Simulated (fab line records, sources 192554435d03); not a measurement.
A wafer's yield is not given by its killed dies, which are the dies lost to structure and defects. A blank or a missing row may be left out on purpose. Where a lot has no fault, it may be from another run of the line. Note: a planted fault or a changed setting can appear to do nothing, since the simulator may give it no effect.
Split-lot study || flow n5-finfet || on a route of 1938 steps: 7 lots, 39 wafers read

== SPLIT DETAILS ==
At N5_SD_EPI_P_EPI_21 (deposits SiGe:B, time 355 s), the setting time-s was moved away from the recipe's 355 s on 15 of the 39 wafers read, by -57.2% to +57.3%. This setting was run at the recipe's value on the other wafers.

== FROM THE SPLIT TO THE READING: what the file shows between them, 5 steps ==
- N5_SD_EPI_P_EPI_MEAS_23
- N5_SD_EPI_P_HM_STRIP_48: strips SiNx in H3PO4, material SiNx, target depth 3 nm
- N5_SD_EPI_P_SRD_49: time 30 s
- N5_SD_ACTIVATION_RTA_00: time 0 s
- N5_SD_ACTIVATION_LSA_01: time 0.0008 s

== THE READING ==
At N5_SD_ACTIVATION_RS_MEAS_03, a four-point-probe measurement gives RS_SD_P in ohm/sq. A value of 56.1 ohm/sq with a standard deviation of 0.95 ohm/sq is what fault-free wafers of this fab line usually give.

{"wafer": "L079.1", "tool, chamber at the split": "epi-rpcvd-04, 0", "time-s as run, s": 440.8, "against the recipe": "+24.2%", "RS_SD_P, ohm/sq": 47.8, "against lot-mates on the recipe": -8.0}
{"wafer": "L079.2", "tool, chamber at the split": "epi-rpcvd-04, 0", "time-s as run, s": 440.8, "against the recipe": "+24.2%", "RS_SD_P, ohm/sq": 47.7, "against lot-mates on the recipe": -8.1}
{"wafer": "L079.3", "tool, chamber at the split": "epi-rpcvd-04, 0", "time-s as run, s": 355, "against the recipe": "recipe", "RS_SD_P, ohm/sq": 55.3, "against lot-mates on the recipe": "-"}
{"wafer": "L079.4", "tool, chamber at the split": "epi-rpcvd-04, 0", "time-s as run, s": 440.8, "against the recipe": "+24.2%", "RS_SD_P, ohm/sq": 48.2, "against lot-mates on the recipe": -7.6}
{"wafer": "L079.5", "tool, chamber at the split": "epi-rpcvd-04, 0", "time-s as run, s": 355, "against the recipe": "recipe", "RS_SD_P, ohm/sq": 56.3, "against lot-mates on the recipe": "-"}
{"wafer": "L079.6", "tool, chamber at the split": "epi-rpcvd-04, 0", "time-s as run, s": 355, "against the recipe": "recipe", "RS_SD_P, ohm/sq": 55.8, "against lot-mates on the recipe": "-"}
{"wafer": "L083.1", "tool, chamber at the split": "epi-rpcvd-04, 0", "time-s as run, s": 355, "against the recipe": "recipe", "RS_SD_P, ohm/sq": 55.5, "against lot-mates on the recipe": "-"}
{"wafer": "L083.5", "tool, chamber at the split": "epi-rpcvd-04, 0", "time-s as run, s": 355, "against the recipe": "recipe", "RS_SD_P, ohm/sq": 55.7, "against lot-mates on the recipe": "-"}
{"wafer": "L083.6", "tool, chamber at the split": "epi-rpcvd-04, 0", "time-s as run, s": 355, "against the recipe": "recipe", "RS_SD_P, ohm/sq": 55.3, "against lot-mates on the recipe": "-"}
{"wafer": "L084.1", "tool, chamber at the split": "epi-rpcvd-03, 0", "time-s as run, s": 214.7, "against the recipe": "-39.5%", "RS_SD_P, ohm/sq": 85.6, "against lot-mates on the recipe": "+30.1"}
{"wafer": "L084.2", "tool, chamber at the split": "epi-rpcvd-03, 0", "time-s as run, s": 214.7, "against the recipe": "-39.5%", "RS_SD_P, ohm/sq": 84.7, "against lot-mates on the recipe": "+29.2"}
{"wafer": "L084.3", "tool, chamber at the split": "epi-rpcvd-03, 0", "time-s as run, s": 214.7, "against the recipe": "-39.5%", "RS_SD_P, ohm/sq": 84.4, "against lot-mates on the recipe": "+28.9"}
{"wafer": "L084.4", "tool, chamber at the split": "epi-rpcvd-03, 0", "time-s as run, s": 355, "against the recipe": "recipe", "RS_SD_P, ohm/sq": 55.5, "against lot-mates on the recipe": "-"}
{"wafer": "L084.5", "tool, chamber at the split": "epi-rpcvd-03, 0", "time-s as run, s": 355, "against the recipe": "recipe", "RS_SD_P, ohm/sq": 55.4, "against lot-mates on the recipe": "-"}
{"wafer": "L084.6", "tool, chamber at the split": "epi-rpcvd-03, 0", "time-s as run, s": 355, "against the recipe": "recipe", "RS_SD_P, ohm/sq": 55.5, "against lot-mates on the recipe": "-"}
{"wafer": "L087.1", "tool, chamber at the split": "epi-rpcvd-02, 0", "time-s as run, s": 355, "against the recipe": "recipe", "RS_SD_P, ohm/sq": 54.5, "against lot-mates on the recipe": "-"}
{"wafer": "L087.2", "tool, chamber at the split": "epi-rpcvd-02, 0", "time-s as run, s": 355, "against the recipe": "recipe", "RS_SD_P, ohm/sq": 54.8, "against lot-mates on the recipe": "-"}
{"wafer": "L087.3", "tool, chamber at the split": "epi-rpcvd-02, 0", "time-s as run, s": 355, "against the recipe": "recipe", "RS_SD_P, ohm/sq": 54.9, "against lot-mates on the recipe": "-"}
{"wafer": "L087.4", "tool, chamber at the split": "epi-rpcvd-02, 0", "time-s as run, s": 355, "against the recipe": "recipe", "RS_SD_P, ohm/sq": 54.8, "against lot-mates on the recipe": "-"}
{"wafer": "L087.5", "tool, chamber at the split": "epi-rpcvd-02, 0", "time-s as run, s": 355, "against the recipe": "recipe", "RS_SD_P, ohm/sq": 54.8, "against lot-mates on the recipe": "-"}
{"wafer": "L087.6", "tool, chamber at the split": "epi-rpcvd-02, 0", "time-s as run, s": 355, "against the recipe": "recipe", "RS_SD_P, ohm/sq": 55.2, "against lot-mates on the recipe": "-"}
{"wafer": "L090.1", "tool, chamber at the split": "epi-rpcvd-03, 0", "time-s as run, s": 558.3, "against the recipe": "+57.3%", "RS_SD_P, ohm/sq": 40.6, "against lot-mates on the recipe": -15.7}
{"wafer": "L090.2", "tool, chamber at the split": "epi-rpcvd-03, 0", "time-s as run, s": 558.3, "against the recipe": "+57.3%", "RS_SD_P, ohm/sq": 41.6, "against lot-mates on the recipe": -14.7}
{"wafer": "L090.3", "tool, chamber at the split": "epi-rpcvd-03, 0", "time-s as run, s": 355, "against the recipe": "recipe", "RS_SD_P, ohm/sq": 56.2, "against lot-mates on the recipe": "-"}
{"wafer": "L090.4", "tool, chamber at the split": "epi-rpcvd-03, 0", "time-s as run, s": 355, "against the recipe": "recipe", "RS_SD_P, ohm/sq": 56.3, "against lot-mates on the recipe": "-"}
{"wafer": "L090.5", "tool, chamber at the split": "epi-rpcvd-03, 0", "time-s as run, s": 558.3, "against the recipe": "+57.3%", "RS_SD_P, ohm/sq": 40.9, "against lot-mates on the recipe": -15.4}
{"wafer": "L090.6", "tool, chamber at the split": "epi-rpcvd-03, 0", "time-s as run, s": 355, "against the recipe": "recipe", "RS_SD_P, ohm/sq": 56.5, "against lot-mates on the recipe": "-"}
{"wafer": "L092.1", "tool, chamber at the split": "epi-rpcvd-02, 0", "time-s as run, s": 355, "against the recipe": "recipe", "RS_SD_P, ohm/sq": 55.6, "against lot-mates on the recipe": "-"}
{"wafer": "L092.2", "tool, chamber at the split": "epi-rpcvd-02, 0", "time-s as run, s": 209.9, "against the recipe": "-40.9%", "RS_SD_P, ohm/sq": 87.5, "against lot-mates on the recipe": "+31.0"}
{"wafer": "L092.3", "tool, chamber at the split": "epi-rpcvd-02, 0", "time-s as run, s": 355, "against the recipe": "recipe", "RS_SD_P, ohm/sq": 57.2, "against lot-mates on the recipe": "-"}
{"wafer": "L092.4", "tool, chamber at the split": "epi-rpcvd-02, 0", "time-s as run, s": 209.9, "against the recipe": "-40.9%", "RS_SD_P, ohm/sq": 87.8, "against lot-mates on the recipe": "+31.3"}
{"wafer": "L092.5", "tool, chamber at the split": "epi-rpcvd-02, 0", "time-s as run, s": 209.9, "against the recipe": "-40.9%", "RS_SD_P, ohm/sq": 88.2, "against lot-mates on the recipe": "+31.7"}
{"wafer": "L092.6", "tool, chamber at the split": "epi-rpcvd-02, 0", "time-s as run, s": 355, "against the recipe": "recipe", "RS_SD_P, ohm/sq": 56.8, "against lot-mates on the recipe": "-"}
{"wafer": "L097.1", "tool, chamber at the split": "epi-rpcvd-02, 0", "time-s as run, s": 152.1, "against the recipe": "-57.2%", "RS_SD_P, ohm/sq": 123.3, "against lot-mates on the recipe": "+66.1"}
{"wafer": "L097.2", "tool, chamber at the split": "epi-rpcvd-02, 0", "time-s as run, s": 152.1, "against the recipe": "-57.2%", "RS_SD_P, ohm/sq": 124.3, "against lot-mates on the recipe": "+67.1"}
{"wafer": "L097.3", "tool, chamber at the split": "epi-rpcvd-02, 0", "time-s as run, s": 355, "against the recipe": "recipe", "RS_SD_P, ohm/sq": 58.0, "against lot-mates on the recipe": "-"}
{"wafer": "L097.4", "tool, chamber at the split": "epi-rpcvd-02, 0", "time-s as run, s": 355, "against the recipe": "recipe", "RS_SD_P, ohm/sq": 56.9, "against lot-mates on the recipe": "-"}
{"wafer": "L097.5", "tool, chamber at the split": "epi-rpcvd-02, 0", "time-s as run, s": 355, "against the recipe": "recipe", "RS_SD_P, ohm/sq": 56.8, "against lot-mates on the recipe": "-"}
{"wafer": "L097.6", "tool, chamber at the split": "epi-rpcvd-02, 0", "time-s as run, s": 152.1, "against the recipe": "-57.2%", "RS_SD_P, ohm/sq": 124.9, "against lot-mates on the recipe": "+67.7"}

THE FIT
A straight line over all 39 wafers: RS_SD_P changes by -0.686 ohm/sq for each +1% of time-s; r = -0.89; the points scatter about the line by 9.8 ohm/sq.
The same after taking each lot's own level away (the mean of its wafers on the recipe; 39 wafers): -0.68 ohm/sq for each +1%; r = -0.90; scatter 9.5 ohm/sq.
Per that fit: largest time-s move, reading shift of 39 ohm/sq.
Across the lots, their own levels run from 54.83 to 57.23 ohm/sq, a range of 2.5 times the standard deviation given above.
Consequently the slope shifts little with the lot-to-lot level, the two slopes agreeing.
Check: with one of the wafers moved furthest among these (+57.3%) left out of the fit, the line predicts -37.1 ohm/sq for it against its lot-mates. It came out at -15.7 ohm/sq against them.

== OTHER SPLITS ON THESE WAFERS ==
Note: prior to the reading, these wafers also went through further splits. Each is held against what the fit with the lots' levels taken away leaves over:
{"other split on the same wafers": "N5_FIN_SAQP_SPACER1_ALD_24 ald-cycles", "wafers away from the commonest value": 15, "r with RS_SD_P (lot level and that fit taken away)": -0.16}

== THE WHOLE CHAIN: every reading that the file lists as answering this split, in the file's order ==
{"step": "N5_SD_EPI_P_EPI_21", "what it does": "deposits SiGe:B, time 355 s", "reading": "SiGe-B_of_SD_EPI_P_EPI_21.thk-nm (the simulator's own value, which no gauge read)", "change (the file's fit)": "+0.494 nm for each +1% of the setting", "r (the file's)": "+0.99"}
{"step": "N5_SD_EPI_P_EPI_MEAS_23", "what it does": "", "reading": "thk-nm", "change (the file's fit)": "withheld for each +1% of the setting", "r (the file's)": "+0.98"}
{"step": "N5_SD_ACTIVATION_RS_MEAS_03", "what it does": "measures by four-point-probe", "reading": "RS_SD_P", "change (the file's fit)": "-0.708 for each +1% of the setting", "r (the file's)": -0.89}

== THE FILE'S OWN FIT ==
RS_SD_P changes by -0.708 ohm/sq for each +1% of time-s, r = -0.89.
